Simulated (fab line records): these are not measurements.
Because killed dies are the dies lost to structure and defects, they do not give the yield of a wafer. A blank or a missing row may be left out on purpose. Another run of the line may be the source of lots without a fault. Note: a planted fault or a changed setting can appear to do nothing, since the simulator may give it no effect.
8D (eight disciplines) problem report, filled in by code :: flow nand_harc :: the parts of the form that need people (team, actions taken, sign-off) are left out

1. THE PROBLEM
Wafers without a fault read 6, standard deviation 3.3; raw_defect_count at NHARC_P_STI_INSPECT_11 reads a mean of 759 on 6 wafers belonging to 2 lots. So: +99 or more standard deviations from the usual mean.
Seen first at day 6 01:41 on defect_inspect-01, wafer L473.1. The record has a number at this step for 36 wafers belonging to 12 lots. Rule for "out", or "out of limits": more than 4 standard deviations from the usual mean. Any other wafer with a number is counted as sound.

2. WHAT IT IS, AND WHAT IT ISN'T
question: which readings at this step
is: raw_defect_count
is not: -

question: which lots
is: L473, L474
is not: L459, L460, L461, L462, L464, L466, L467, L478, L479, L481

question: which wafers of those lots
is: all that have a number
is not: -

question: read on which gauges
is: defect_inspect-01, defect_inspect-02
is not: -

question: when
is: from day 6 01:41
is not: up to then (21 sound wafers); but 9 sound wafers of L478, L479, L481 came after

3. SUSPECTS, AND WHAT RULES EACH OUT
Counting: a tool stays on the suspect list if, at a process step up to the reading, it processed all lots that are out and no sound lot following the first of them.
- the gauge at NHARC_P_STI_INSPECT_11 is ruled out. 2 gauges (defect_inspect-01, defect_inspect-02) read the wafers that are out.
- rie_diel-01 at NHARC_P_ZERO_WELL_ETCH_62 (etches the open film in CHF3/Ar, target depth 13 nm, time 6.5 s): ruled out as a lasting fault. Sound lots L479 ran on it after its first lot that is out, L473 (day 5 08:01). NHARC_P_ZERO_WELL_ETCH_62: start missing for some lots; hours and lot order therefore follow NHARC_P_STI_ETCH_26.
- wet_bench-04 at NHARC_P_STI_ETCH_26 (etches SiO2 in dHF, target depth 11 nm): kept. It ran every lot that is out, first L473 (day 5 08:01), and no sound lot after that.
Left after counting: wet_bench-04 at NHARC_P_STI_ETCH_26.

4. THE CAUSE (what the simulator had put in)
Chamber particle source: wet_bench-04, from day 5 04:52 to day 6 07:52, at NHARC_P_STI_ETCH_26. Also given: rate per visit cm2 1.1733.
Only this tool survived the counting.

5. THE EFFECT CHAIN, in route order
Each row: a reading where the mean over the struck wafers with a number is more than 3 standard deviations away from the usual. Readings are gone through only where the record gives a usual standard deviation; hours: the median, over the lots, of the time from a lot's start at the first step in this table giving one to that lot's start at this step; sigmas: the change measured in usual standard deviations.
hours: 0
step: NHARC_P_STI_INSPECT_11
reading: raw_defect_count
usual: 6
on struck wafers: 759
change: +753
sigmas: +99 or more

hours: 405
step: NHARC_END_SORT_01
reading: killed_at_periphery
usual: 3.2
on struck wafers: 59.0
change: +55.8
sigmas: +24

hours: 405
step: NHARC_END_SORT_01
reading: killed_dies
usual: 30
on struck wafers: 82
change: +52
sigmas: +5.7
Later measuring or inspecting steps at which every struck wafer that the step has a row for has a number for every such reading, and none has moved that far: NHARC_P_STI_OCD_MEAS_17.

6. WHAT WOULD HAVE CAUGHT IT SOONER
Counted from the fault's start at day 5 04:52, it took 21 hours until the first out-of-limits reading at a measuring or inspecting step in this record, taken at day 6 01:41.
All the lots that are out (2) had begun NHARC_P_STI_ETCH_26 on wet_bench-04 by day 6 01:41. Tool hold at that time: it would have spared none of them.
